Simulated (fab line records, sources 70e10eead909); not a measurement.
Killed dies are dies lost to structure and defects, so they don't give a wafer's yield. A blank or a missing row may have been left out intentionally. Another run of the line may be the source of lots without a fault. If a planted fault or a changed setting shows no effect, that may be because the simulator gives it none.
Chamber matching | flow nand-harc | rie-diel-05 running NHARC_A_SLIT_ETCH_24: 4 sister chambers
The step etches the open film in CF4/CHF3, target depth 121 nm, time 60.5 s. 4 wafers are shown with their chamber, then 8 later ones without.

EACH WAFER AND ITS CHAMBER
wafer  | chamber | drypump-motor-current-A (A)
L085.5 | 0       | 5.4
L088.1 | 1       | 5.1
L088.6 | 2       | 5.8
L090.3 | 3       | 5.9

WAFERS WHOSE CHAMBER IS MISSING
wafer  | drypump-motor-current-A (A)
L090.4 | 5.8
L090.6 | 5.4
L092.3 | 5.4
L092.4 | 5.9
L092.5 | 5.0
L095.2 | 5.1
L095.5 | 5.8
L095.6 | 5.9

WHICH CHAMBER EACH ONE RAN IN
wafer  | from the rows above | in truth
L090.4 | 2                   | 2
L090.6 | 0                   | 0
L092.3 | 0                   | 0
L092.4 | 3                   | 3
L092.5 | 1                   | 1
L095.2 | 1                   | 1
L095.5 | 2                   | 2
L095.6 | 3                   | 3
Correctly placed: 8 of 8. Number that these rows cannot place: 0. Number placed wrongly: 0.
How it was worked out, from the rows above alone: a wafer's distance from a chamber is the root of the sum, over the readings, of the square of ((its reading less the chamber's mean) divided by the reading's scatter). The wafer belongs to the nearest chamber; if the next one is less than 2 further off, it can't be placed. The mean given for a chamber averages the wafers shown for that chamber. The scatter: with one shown wafer a chamber, the root of the mean of the squares of how far each hidden wafer lies from its nearest shown one.
